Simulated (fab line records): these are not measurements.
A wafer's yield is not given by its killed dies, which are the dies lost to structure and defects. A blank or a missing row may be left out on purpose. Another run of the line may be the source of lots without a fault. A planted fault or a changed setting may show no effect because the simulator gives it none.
What tool caused it? || flow n5-finfet || 8 lots, 24 wafers sampled, at 5 steps of a route of 1938

## WHAT EACH GAUGE READ, for each wafer
N5_BEOL_M4_RC_MEAS_101.
{"lot": "L172", "measured": "day 7 23:20", "on": "prober-02", "DIBL_N (mV/V)": "34.3 36.1 36.9", "DIBL_P (mV/V)": "35.5 38.0 38.7", "IOFF_N (nA/um)": "0.138 0.161 0.184", "IOFF_N_85C (nA/um)": "2.8 3.2 3.6", "IOFF_N_LIN (nA/um)": "0.065 0.075 0.083", "IOFF_N_LONG (nA/um)": "5.6e-05 5.37e-05 5.56e-05", "IOFF_P (nA/um)": "0.19 0.24 0.25", "IOFF_P_85C (nA/um)": "3.4 4.0 4.2", "IOFF_P_LIN (nA/um)": "0.093 0.108 0.114", "IOFF_P_LONG (nA/um)": "0.000107 0.000109 0.00011", "ION_N (uA/um)": "668 682 688", "ION_P (uA/um)": "457 466 465", "SS_N (mV/dec)": "70.9 71.5 72.0", "SS_P (mV/dec)": "72.3 72.9 73.2", "VT_N (mV)": "252.3 252.3 249.9", "VT_N_LONG (mV)": "276.8 276.6 276.6", "VT_N_LVT (mV)": "98.0 96.7 94.9", "VT_P (mV)": "-251 -251 -246", "VT_P_LONG (mV)": "-277 -277 -273", "VT_P_LVT (mV)": "-98 -95 -94"}
{"lot": "L173", "measured": "day 7 20:24", "on": "prober-01", "DIBL_N (mV/V)": "37.7 36.3 38.5", "DIBL_P (mV/V)": "38.5 36.5 39.0", "IOFF_N (nA/um)": "0.175 0.146 0.194", "IOFF_N_85C (nA/um)": "3.4 2.9 3.6", "IOFF_N_LIN (nA/um)": "0.078 0.068 0.085", "IOFF_N_LONG (nA/um)": "5.31e-05 5.17e-05 5.29e-05", "IOFF_P (nA/um)": "0.26 0.22 0.27", "IOFF_P_85C (nA/um)": "4.3 3.8 4.4", "IOFF_P_LIN (nA/um)": "0.119 0.105 0.119", "IOFF_P_LONG (nA/um)": "0.000105 0.000107 0.000107", "ION_N (uA/um)": "683 676 683", "ION_P (uA/um)": "474 472 468", "SS_N (mV/dec)": "72.3 71.1 72.0", "SS_P (mV/dec)": "74.0 73.0 74.1", "VT_N (mV)": "251.0 251.9 247.4", "VT_N_LONG (mV)": "277.9 277.7 277.5", "VT_N_LVT (mV)": "96.7 100.2 95.1", "VT_P (mV)": "-247 -250 -245", "VT_P_LONG (mV)": "-275 -275 -275", "VT_P_LVT (mV)": "-94 -96 -94"}
{"lot": "L174", "measured": "day 8 02:20", "on": "prober-01", "DIBL_N (mV/V)": "35.1 34.4 34.1", "DIBL_P (mV/V)": "35.1 34.7 33.3", "IOFF_N (nA/um)": "0.140 0.130 0.114", "IOFF_N_85C (nA/um)": "2.7 2.5 2.3", "IOFF_N_LIN (nA/um)": "0.066 0.063 0.056", "IOFF_N_LONG (nA/um)": "5.3e-05 5.23e-05 5.15e-05", "IOFF_P (nA/um)": "0.18 0.18 0.16", "IOFF_P_85C (nA/um)": "3.3 3.2 2.9", "IOFF_P_LIN (nA/um)": "0.089 0.085 0.079", "IOFF_P_LONG (nA/um)": "9.5e-05 9.4e-05 9.1e-05", "ION_N (uA/um)": "670 663 656", "ION_P (uA/um)": "458 461 449", "SS_N (mV/dec)": "71.4 70.9 71.2", "SS_P (mV/dec)": "73.4 73.1 72.0", "VT_N (mV)": "250.7 255.0 254.7", "VT_N_LONG (mV)": "276.2 273.5 276.1", "VT_N_LVT (mV)": "102.4 103.4 106.9", "VT_P (mV)": "-254 -254 -255", "VT_P_LONG (mV)": "-276 -276 -276", "VT_P_LVT (mV)": "-103 -104 -106"}
{"lot": "L178", "measured": "day 9 10:29", "on": "prober-01", "DIBL_N (mV/V)": "37.8 38.4 39.3", "DIBL_P (mV/V)": "37.8 38.4 39.3", "IOFF_N (nA/um)": "0.168 0.180 0.192", "IOFF_N_85C (nA/um)": "3.2 3.4 3.6", "IOFF_N_LIN (nA/um)": "0.075 0.080 0.084", "IOFF_N_LONG (nA/um)": "5.11e-05 5.1e-05 5.14e-05", "IOFF_P (nA/um)": "0.21 0.22 0.24", "IOFF_P_85C (nA/um)": "3.7 3.8 4.1", "IOFF_P_LIN (nA/um)": "0.095 0.099 0.103", "IOFF_P_LONG (nA/um)": "9.1e-05 9.6e-05 9.1e-05", "ION_N (uA/um)": "684 689 680", "ION_P (uA/um)": "461 461 463", "SS_N (mV/dec)": "72.0 71.5 71.3", "SS_P (mV/dec)": "73.6 74.4 74.3", "VT_N (mV)": "253.7 249.0 251.1", "VT_N_LONG (mV)": "277.3 279.0 276.8", "VT_N_LVT (mV)": "99.9 98.5 97.3", "VT_P (mV)": "-250 -250 -253", "VT_P_LONG (mV)": "-277 -279 -281", "VT_P_LVT (mV)": "-102 -101 -99"}
{"lot": "L188", "measured": "day 12 12:49", "on": "prober-02", "DIBL_N (mV/V)": "36.2 35.3 35.5", "DIBL_P (mV/V)": "35.3 34.9 35.6", "IOFF_N (nA/um)": "0.141 0.142 0.138", "IOFF_N_85C (nA/um)": "2.8 2.8 2.7", "IOFF_N_LIN (nA/um)": "0.066 0.067 0.065", "IOFF_N_LONG (nA/um)": "5.48e-05 5.38e-05 5.4e-05", "IOFF_P (nA/um)": "0.18 0.18 0.18", "IOFF_P_85C (nA/um)": "3.2 3.3 3.2", "IOFF_P_LIN (nA/um)": "0.087 0.089 0.087", "IOFF_P_LONG (nA/um)": "0.000105 0.000101 0.0001", "ION_N (uA/um)": "677 668 685", "ION_P (uA/um)": "464 460 457", "SS_N (mV/dec)": "70.7 71.1 71.1", "SS_P (mV/dec)": "73.0 72.6 73.1", "VT_N (mV)": "250.3 249.4 251.5", "VT_N_LONG (mV)": "275.7 275.1 274.9", "VT_N_LVT (mV)": "100.7 99.1 100.8", "VT_P (mV)": "-253 -252 -254", "VT_P_LONG (mV)": "-275 -276 -274", "VT_P_LVT (mV)": "-102 -101 -102"}
{"lot": "L190", "measured": "day 12 17:14", "on": "prober-01", "DIBL_N (mV/V)": "35.9 37.0 38.6", "DIBL_P (mV/V)": "35.2 37.2 40.1", "IOFF_N (nA/um)": "0.144 0.162 0.048", "IOFF_N_85C (nA/um)": "2.9 3.2 1.1", "IOFF_N_LIN (nA/um)": "0.070 0.077 0.022", "IOFF_N_LONG (nA/um)": "5.85e-05 5.79e-05 2.79e-05", "IOFF_P (nA/um)": "0.20 0.23 0.49", "IOFF_P_85C (nA/um)": "3.5 3.8 7.1", "IOFF_P_LIN (nA/um)": "0.100 0.108 0.214", "IOFF_P_LONG (nA/um)": "0.000121 0.00012 0.000167", "ION_N (uA/um)": "699 691 608", "ION_P (uA/um)": "475 467 509", "SS_N (mV/dec)": "71.7 71.6 72.1", "SS_P (mV/dec)": "73.5 74.1 74.0", "VT_N (mV)": "248.9 248.4 287.6", "VT_N_LONG (mV)": "275.4 271.4 316.4", "VT_N_LVT (mV)": "98.5 96.7 134.1", "VT_P (mV)": "-250 -251 -228", "VT_P_LONG (mV)": "-274 -274 -256", "VT_P_LVT (mV)": "-97 -96 -78"}
{"lot": "L192", "measured": "day 13 19:52", "on": "prober-02", "DIBL_N (mV/V)": "38.4 37.6 37.1", "DIBL_P (mV/V)": "36.8 36.5 35.7", "IOFF_N (nA/um)": "0.041 0.163 0.037", "IOFF_N_85C (nA/um)": "1.0 3.2 0.9", "IOFF_N_LIN (nA/um)": "0.018 0.072 0.016", "IOFF_N_LONG (nA/um)": "2.65e-05 5.44e-05 2.62e-05", "IOFF_P (nA/um)": "0.42 0.25 0.36", "IOFF_P_85C (nA/um)": "6.5 4.2 5.6", "IOFF_P_LIN (nA/um)": "0.191 0.116 0.166", "IOFF_P_LONG (nA/um)": "0.000163 0.000115 0.000157", "ION_N (uA/um)": "580 666 567", "ION_P (uA/um)": "488 467 477", "SS_N (mV/dec)": "72.1 72.0 72.8", "SS_P (mV/dec)": "73.3 74.1 73.2", "VT_N (mV)": "291.3 249.4 295.0", "VT_N_LONG (mV)": "314.6 275.0 317.3", "VT_N_LVT (mV)": "140.1 101.1 142.7", "VT_P (mV)": "-233 -247 -233", "VT_P_LONG (mV)": "-260 -272 -263", "VT_P_LVT (mV)": "-82 -96 -85"}
{"lot": "L194", "measured": "day 14 08:34", "on": "prober-02", "DIBL_N (mV/V)": "35.0 34.2 32.9", "DIBL_P (mV/V)": "34.8 34.5 33.3", "IOFF_N (nA/um)": "0.149 0.141 0.116", "IOFF_N_85C (nA/um)": "2.9 2.8 2.4", "IOFF_N_LIN (nA/um)": "0.069 0.069 0.057", "IOFF_N_LONG (nA/um)": "5.46e-05 5.46e-05 5.41e-05", "IOFF_P (nA/um)": "0.22 0.22 0.19", "IOFF_P_85C (nA/um)": "3.8 3.8 3.4", "IOFF_P_LIN (nA/um)": "0.109 0.110 0.100", "IOFF_P_LONG (nA/um)": "0.000121 0.000118 0.000126", "ION_N (uA/um)": "664 686 666", "ION_P (uA/um)": "463 482 469", "SS_N (mV/dec)": "71.1 70.4 71.3", "SS_P (mV/dec)": "72.8 73.0 73.1", "VT_N (mV)": "250.4 249.9 252.7", "VT_N_LONG (mV)": "276.2 275.9 274.4", "VT_N_LVT (mV)": "100.2 99.3 103.7", "VT_P (mV)": "-248 -248 -251", "VT_P_LONG (mV)": "-268 -271 -268", "VT_P_LVT (mV)": "-97 -96 -99"}

## WHAT TOOL EACH LOT RAN ON (gives the tool, then ch and the chambers of the sampled wafers, and finally the start)
{"lot": "L172", "N5_HKMG_FIN_ALD_36": "ald-metal-01 ch 2,3, day 4 03:02", "N5_HKMG_FIN_STRIP_92": "rie-diel-02 ch 2,3, day 4 04:59", "N5_HKMG_FIN_ALD_91": "ald-metal-04 ch 0,1,3, day 4 05:31", "N5_HKMG_FIN_ETCH_86": "rie-diel-05 ch 0,1, day 4 05:57"}
{"lot": "L173", "N5_HKMG_FIN_ALD_36": "ald-metal-02 ch 0,1,2, day 4 06:10", "N5_HKMG_FIN_STRIP_92": "rie-diel-05 ch 0,1, day 4 07:52", "N5_HKMG_FIN_ALD_91": "ald-metal-04 ch 0,1,3, day 4 08:23", "N5_HKMG_FIN_ETCH_86": "rie-diel-05 ch 1,2, day 4 08:43"}
{"lot": "L174", "N5_HKMG_FIN_ALD_36": "ald-metal-04 ch 1,2,3, day 4 15:30", "N5_HKMG_FIN_STRIP_92": "rie-diel-04 ch 1,2, day 4 17:11", "N5_HKMG_FIN_ALD_91": "ald-metal-04 ch 1,2,3, day 4 17:43", "N5_HKMG_FIN_ETCH_86": "rie-diel-04 ch 2,3, day 4 18:03"}
{"lot": "L178", "N5_HKMG_FIN_ALD_36": "ald-metal-02 ch 0,3, day 5 16:11", "N5_HKMG_FIN_STRIP_92": "rie-diel-02 ch 0,1, day 5 17:45", "N5_HKMG_FIN_ALD_91": "ald-metal-02 ch 0,1,3, day 5 18:17", "N5_HKMG_FIN_ETCH_86": "rie-diel-04 ch 0,1,2, day 5 18:41"}
{"lot": "L188", "N5_HKMG_FIN_ALD_36": "ald-metal-04 ch 0,1,3, day 8 03:04", "N5_HKMG_FIN_STRIP_92": "rie-diel-04 ch 3, day 8 04:59", "N5_HKMG_FIN_ALD_91": "ald-metal-01 ch 0,1,2, day 8 05:32", "N5_HKMG_FIN_ETCH_86": "rie-diel-04 ch 1,3, day 8 05:53"}
{"lot": "L190", "N5_HKMG_FIN_ALD_36": "ald-metal-02 ch 0,1,2, day 9 03:50", "N5_HKMG_FIN_STRIP_92": "rie-diel-05 ch 0,1,2, day 9 05:24", "N5_HKMG_FIN_ALD_91": "ald-metal-04 ch 0,1,2, day 9 05:56", "N5_HKMG_FIN_ETCH_86": "rie-diel-02 ch 0,1,3, day 9 06:16"}
{"lot": "L192", "N5_HKMG_FIN_ALD_36": "ald-metal-02 ch 2,3, day 9 06:52", "N5_HKMG_FIN_STRIP_92": "rie-diel-05 ch 0,3, day 9 08:27", "N5_HKMG_FIN_ALD_91": "ald-metal-04 ch 0,2,3, day 9 08:59", "N5_HKMG_FIN_ETCH_86": "rie-diel-04 ch 0,1,2, day 9 09:21"}
{"lot": "L194", "N5_HKMG_FIN_ALD_36": "ald-metal-02 ch 1,3, day 9 14:50", "N5_HKMG_FIN_STRIP_92": "rie-diel-04 ch 0,2,3, day 9 16:32", "N5_HKMG_FIN_ALD_91": "ald-metal-02 ch 0,1,2, day 9 17:04", "N5_HKMG_FIN_ETCH_86": "rie-diel-05 ch 0,3, day 9 17:24"}
- N5_HKMG_FIN_ALD_36: deposits TiN, target thk 1 nm, pulse time 1 s, purge time 3 s.
- N5_HKMG_FIN_STRIP_92: strips SOC in N2/H2, time 20 s.
- N5_HKMG_FIN_ALD_91: deposits TiN, target thk 1 nm, pulse time 1 s, purge time 3 s.
- N5_HKMG_FIN_ETCH_86: etches SOC in N2/H2, stops on TiN, target depth 393.2 nm.

## WHAT THE TOOLS THEMSELVES READ (means of the sampled wafers that have a number; where no wafer has one, the mark that the record gives instead)
N5_HKMG_FIN_ALD_36.
{"lot": "L172", "tool": "ald-metal-01", "heater-power-w (W)": 900, "precursor-pulse-height-rel": 0.993}
{"lot": "L173", "tool": "ald-metal-02", "heater-power-w (W)": 893, "precursor-pulse-height-rel": 1.000}
{"lot": "L174", "tool": "ald-metal-04", "heater-power-w (W)": 881, "precursor-pulse-height-rel": 1.010}
{"lot": "L178", "tool": "ald-metal-02", "heater-power-w (W)": 867, "precursor-pulse-height-rel": 0.988}
{"lot": "L188", "tool": "ald-metal-04", "heater-power-w (W)": 853, "precursor-pulse-height-rel": 1.008}
{"lot": "L190", "tool": "ald-metal-02", "heater-power-w (W)": 911, "precursor-pulse-height-rel": 1.001}
{"lot": "L192", "tool": "ald-metal-02", "heater-power-w (W)": 870, "precursor-pulse-height-rel": 1.010}
{"lot": "L194", "tool": "ald-metal-02", "heater-power-w (W)": 878, "precursor-pulse-height-rel": 1.014}

N5_HKMG_FIN_STRIP_92.
{"lot": "L172", "tool": "rie-diel-02", "drypump-motor-current-A (A)": 6.0, "h2-flow-sccm (sccm)": 301.4, "oes-product-au (a.u.)": 0.81, "rf-fwd-power-W (W)": 496.1, "rf-vpp-V (V)": 55.1, "showerhead-plenum-p-Torr (Torr)": 3.51, "temp-c (C)": 40.04, "throttle-valve-pct (%)": 18.74}
{"lot": "L173", "tool": "rie-diel-05", "drypump-motor-current-A (A)": 5.8, "h2-flow-sccm (sccm)": 300.6, "oes-product-au (a.u.)": 0.77, "rf-fwd-power-W (W)": 498.1, "rf-vpp-V (V)": 54.4, "showerhead-plenum-p-Torr (Torr)": 3.31, "temp-c (C)": 40.11, "throttle-valve-pct (%)": 19.33}
{"lot": "L174", "tool": "rie-diel-04", "drypump-motor-current-A (A)": 5.7, "h2-flow-sccm (sccm)": 299.2, "oes-product-au (a.u.)": 0.80, "rf-fwd-power-W (W)": 496.2, "rf-vpp-V (V)": 54.9, "showerhead-plenum-p-Torr (Torr)": 3.36, "temp-c (C)": 40.00, "throttle-valve-pct (%)": 18.78}
{"lot": "L178", "tool": "rie-diel-02", "drypump-motor-current-A (A)": 5.6, "h2-flow-sccm (sccm)": 301.0, "oes-product-au (a.u.)": 0.80, "rf-fwd-power-W (W)": 494.5, "rf-vpp-V (V)": 53.9, "showerhead-plenum-p-Torr (Torr)": 3.29, "temp-c (C)": 39.93, "throttle-valve-pct (%)": 18.93}
{"lot": "L188", "tool": "rie-diel-04", "drypump-motor-current-A (A)": 6.5, "h2-flow-sccm (sccm)": 300.5, "oes-product-au (a.u.)": 0.72, "rf-fwd-power-W (W)": 496.6, "rf-vpp-V (V)": 53.6, "showerhead-plenum-p-Torr (Torr)": 3.46, "temp-c (C)": 39.90, "throttle-valve-pct (%)": 19.06}
{"lot": "L190", "tool": "rie-diel-05", "drypump-motor-current-A (A)": 6.0, "h2-flow-sccm (sccm)": 299.9, "oes-product-au (a.u.)": 0.81, "rf-fwd-power-W (W)": 496.7, "rf-vpp-V (V)": 54.1, "showerhead-plenum-p-Torr (Torr)": 3.35, "temp-c (C)": 40.00, "throttle-valve-pct (%)": 19.26}
{"lot": "L192", "tool": "rie-diel-05", "drypump-motor-current-A (A)": 5.4, "h2-flow-sccm (sccm)": 299.4, "oes-product-au (a.u.)": 0.89, "rf-fwd-power-W (W)": 494.4, "rf-vpp-V (V)": 54.9, "showerhead-plenum-p-Torr (Torr)": 3.48, "temp-c (C)": 40.07, "throttle-valve-pct (%)": 18.91}
{"lot": "L194", "tool": "rie-diel-04", "drypump-motor-current-A (A)": 5.8, "h2-flow-sccm (sccm)": 300.6, "oes-product-au (a.u.)": 0.77, "rf-fwd-power-W (W)": 496.2, "rf-vpp-V (V)": 54.2, "showerhead-plenum-p-Torr (Torr)": 3.34, "temp-c (C)": 39.97, "throttle-valve-pct (%)": 18.67}

N5_HKMG_FIN_ALD_91.
{"lot": "L172", "tool": "ald-metal-04", "heater-power-w (W)": 869, "precursor-pulse-height-rel": 1.002}
{"lot": "L173", "tool": "ald-metal-04", "heater-power-w (W)": 852, "precursor-pulse-height-rel": 1.006}
{"lot": "L174", "tool": "ald-metal-04", "heater-power-w (W)": 873, "precursor-pulse-height-rel": 1.009}
{"lot": "L178", "tool": "ald-metal-02", "heater-power-w (W)": 899, "precursor-pulse-height-rel": 0.994}
{"lot": "L188", "tool": "ald-metal-01", "heater-power-w (W)": 919, "precursor-pulse-height-rel": 1.000}
{"lot": "L190", "tool": "ald-metal-04", "heater-power-w (W)": 910, "precursor-pulse-height-rel": 1.006}
{"lot": "L192", "tool": "ald-metal-04", "heater-power-w (W)": 847, "precursor-pulse-height-rel": 1.013}
{"lot": "L194", "tool": "ald-metal-02", "heater-power-w (W)": 901, "precursor-pulse-height-rel": 1.007}

N5_HKMG_FIN_ETCH_86.
{"lot": "L172", "tool": "rie-diel-05", "drypump-motor-current-A (A)": 5.7, "h2-flow-sccm (sccm)": 200.6, "oes-product-au (a.u.)": 0.75, "rf-fwd-power-W (W)": 845.2, "rf-vpp-V (V)": 240.0, "showerhead-plenum-p-Torr (Torr)": 2.50, "throttle-valve-pct (%)": 17.99}
{"lot": "L173", "tool": "rie-diel-05", "drypump-motor-current-A (A)": 6.2, "h2-flow-sccm (sccm)": 200.1, "oes-product-au (a.u.)": 0.78, "rf-fwd-power-W (W)": 845.4, "rf-vpp-V (V)": 241.2, "showerhead-plenum-p-Torr (Torr)": 2.60, "throttle-valve-pct (%)": 18.08}
{"lot": "L174", "tool": "rie-diel-04", "drypump-motor-current-A (A)": 6.3, "h2-flow-sccm (sccm)": 199.9, "oes-product-au (a.u.)": 0.73, "rf-fwd-power-W (W)": 841.5, "rf-vpp-V (V)": 241.1, "showerhead-plenum-p-Torr (Torr)": 2.59, "throttle-valve-pct (%)": 17.82}
{"lot": "L178", "tool": "rie-diel-04", "drypump-motor-current-A (A)": 5.5, "h2-flow-sccm (sccm)": 200.0, "oes-product-au (a.u.)": 0.77, "rf-fwd-power-W (W)": 844.8, "rf-vpp-V (V)": 240.9, "showerhead-plenum-p-Torr (Torr)": 2.53, "throttle-valve-pct (%)": 17.65}
{"lot": "L188", "tool": "rie-diel-04", "drypump-motor-current-A (A)": 5.8, "h2-flow-sccm (sccm)": 199.6, "oes-product-au (a.u.)": 0.82, "rf-fwd-power-W (W)": 844.4, "rf-vpp-V (V)": 241.5, "showerhead-plenum-p-Torr (Torr)": 2.61, "throttle-valve-pct (%)": 17.69}
{"lot": "L190", "tool": "rie-diel-02", "drypump-motor-current-A (A)": 5.6, "h2-flow-sccm (sccm)": 199.8, "oes-product-au (a.u.)": 0.82, "rf-fwd-power-W (W)": 845.3, "rf-vpp-V (V)": 241.1, "showerhead-plenum-p-Torr (Torr)": 2.53, "throttle-valve-pct (%)": 17.66}
{"lot": "L192", "tool": "rie-diel-04", "drypump-motor-current-A (A)": 5.5, "h2-flow-sccm (sccm)": 200.1, "oes-product-au (a.u.)": 0.82, "rf-fwd-power-W (W)": 844.5, "rf-vpp-V (V)": 240.3, "showerhead-plenum-p-Torr (Torr)": 2.52, "throttle-valve-pct (%)": 17.56}
{"lot": "L194", "tool": "rie-diel-05", "drypump-motor-current-A (A)": 5.4, "h2-flow-sccm (sccm)": 200.9, "oes-product-au (a.u.)": 0.86, "rf-fwd-power-W (W)": 846.6, "rf-vpp-V (V)": 242.1, "showerhead-plenum-p-Torr (Torr)": 2.64, "throttle-valve-pct (%)": 17.73}

## THE ANSWER, worked out from the rows above alone
Rule: usual is defined by the lots themselves. Put in order of their means at a reading, lots are off if they are a third of the lots or fewer, leave a main group of 4 or more, and stand apart from it by a gap of 3 or more times the standard deviation of the main group's means; of several such gaps the widest counts. Not used: any main group whose means are identical at the precision the tables above print for the reading. Also off: a lot with no number at a reading for which 4 or more lots have one. All remaining lots with rows at the step are treated as sound. The gauges are gone through in route order, then the tools' own readings, and for those a lot's mean is taken as printed above. At the first step where some lot is off, the reading lying furthest off is the one used; lots without a number count as furthest.
Off: at N5_BEOL_M4_RC_MEAS_101 (VT_N_LONG), L190, L192. The main group: mean 276.3 mV, standard deviation 1.1.
If a tool, at a process step before that reading, ran all the lots that are off and no sound lot after the first of them, it fits. Those tools and the gauges at N5_BEOL_M4_RC_MEAS_101 are tried in the same way. 2 tools fit, rie-diel-05 at N5_HKMG_FIN_STRIP_92 and ald-metal-04 at N5_HKMG_FIN_ALD_91, so this cannot tell which one it is.

## WHAT HAD BEEN PUT IN BY THE SIMULATOR
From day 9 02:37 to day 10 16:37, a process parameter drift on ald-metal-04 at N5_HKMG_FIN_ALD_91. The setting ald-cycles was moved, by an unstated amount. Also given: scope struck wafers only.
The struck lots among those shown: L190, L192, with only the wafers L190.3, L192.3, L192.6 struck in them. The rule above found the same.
